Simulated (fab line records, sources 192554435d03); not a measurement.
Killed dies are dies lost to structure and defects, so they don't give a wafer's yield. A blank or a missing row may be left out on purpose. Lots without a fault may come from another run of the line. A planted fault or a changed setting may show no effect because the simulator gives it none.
Chamber matching | flow n5_finfet | N5_MOL_CONTACT_COAG_ALD_27 on ald_sin-02: 4 sister chambers
The step deposits SiOC, target thk 17 nm, pulse time 1.5 s, time 2720 s. 4 wafers are shown with their chamber, then 12 later ones without.

WAFERS WITH THEIR CHAMBER
wafer  | chamber | heater_power_outer_w (W)
L087.2 | 0       | 503
L087.4 | 3       | 445
L088.4 | 1       | 534
L088.5 | 2       | 557

WAFERS WITHOUT THEIR CHAMBER
wafer  | heater_power_outer_w (W)
L090.1 | 550
L090.2 | 456
L090.3 | 527
L092.1 | 521
L092.3 | 460
L092.4 | 574
L093.2 | 462
L093.4 | 505
L093.6 | 520
L096.1 | 445
L096.4 | 446
L096.6 | 498

WHICH CHAMBER EACH WENT THROUGH
wafer  | from the rows above     | in truth
L090.1 | can't be placed: 2 or 1 | 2
L090.2 | 3                       | 3
L090.3 | can't be placed: 1 or 0 | 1
L092.1 | can't be placed: 1 or 0 | 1
L092.3 | 3                       | 3
L092.4 | 2                       | 2
L093.2 | 3                       | 3
L093.4 | 0                       | 0
L093.6 | can't be placed: 1 or 0 | 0
L096.1 | 3                       | 3
L096.4 | 3                       | 3
L096.6 | 0                       | 0
Placed correctly: 8 of 12. Can't be placed from these rows: 4 (the true chamber is among the candidates in 4). Placed wrongly: 0.
How it was worked out, from the rows above alone: a wafer's distance from a chamber is the root of the sum, over the readings, of the square of ((its reading less the chamber's mean) divided by the reading's scatter). The wafer belongs to the nearest chamber; if the next one is less than 2 further off, it can't be placed. A chamber's mean is the mean of its shown wafers. The scatter: with one shown wafer a chamber, the root of the mean of the squares of how far each hidden wafer lies from its nearest shown one.
